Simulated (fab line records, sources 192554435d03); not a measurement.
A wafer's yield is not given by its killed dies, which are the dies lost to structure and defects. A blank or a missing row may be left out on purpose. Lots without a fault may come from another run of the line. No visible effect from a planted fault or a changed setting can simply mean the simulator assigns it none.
Which tool did it? | flow n5Finfet | 12 lots, 36 wafers sampled, at 2 steps of a route of 1938

== WHAT THE GAUGES READ, wafer by wafer ==
N5_BEOL_M2_THK_MEAS_01.
lot  | measured     | on           | M2_ILD_THK (nm)
L075 | day 6 22:01  | filmMetro-02 | 76.4 76.9 76.9
L077 | day 7 06:57  | filmMetro-02 | 77.5 78.3 78.9
L079 | day 7 18:22  | filmMetro-01 | 78.5 78.6 80.8
L082 | day 8 14:27  | filmMetro-02 | 79.4 79.2 78.5
L083 | day 9 02:46  | filmMetro-02 | 77.9 78.8 78.4
L084 | day 9 04:47  | filmMetro-01 | 76.4 77.8 78.9
L088 | day 9 19:44  | filmMetro-02 | 78.2 78.5 78.8
L089 | day 10 05:10 | filmMetro-02 | 78.7 79.3 79.6
L091 | day 10 23:52 | filmMetro-02 | 78.4 79.3 79.5
L093 | day 11 05:10 | filmMetro-02 | 78.6 77.9 79.5
L095 | day 12 03:12 | filmMetro-01 | 78.6 80.8 79.7
L097 | day 12 08:04 | filmMetro-01 | 76.6 77.3 77.7

== WHAT TOOL EACH LOT RAN ON (gives the tool, then ch and the chambers of the sampled wafers, and finally the start) ==
lot  | N5_BEOL_M1_PRE_CLEAN_60
L075 | cvdCo-01 ch 0,2, day 6 21:39
L077 | cvdCo-02 ch 0,2, day 7 06:35
L079 | cvdCo-02 ch 0,1, day 7 18:00
L082 | cvdCo-01 ch 0,1,2, day 8 14:07
L083 | cvdCo-01 ch 0,1, day 9 02:23
L084 | cvdCo-02 ch 1,2, day 9 04:25
L088 | cvdCo-02 ch 0,2, day 9 19:21
L089 | cvdCo-01 ch 0,1,2, day 10 04:47
L091 | cvdCo-02 ch 0,2, day 10 23:31
L093 | cvdCo-01 ch 0,1, day 11 04:49
L095 | cvdCo-01 ch 0,1, day 12 02:50
L097 | cvdCo-02 ch 0,1, day 12 07:41
- N5_BEOL_M1_PRE_CLEAN_60: time 15 s.

== THE ANSWER, worked out from the rows above alone ==
Rule: what is usual is taken from the lots themselves. The widest of any qualifying gaps counts: lots, ordered by their means at a reading, are off when they make up no more than a third of the lots, leave a main group of 4 or more, and stand apart from it by 3 or more times the standard deviation of that group's means. A main group whose means are all the same, to the digits that the tables above print for the reading, isn't used. Also off: a lot with no number at a reading for which 4 or more lots have one. The other lots that the step has rows for count as sound.
Across all readings shown, no lot is off: no conclusion can be drawn from this.

== WHAT THE SIMULATOR PUT IN ==
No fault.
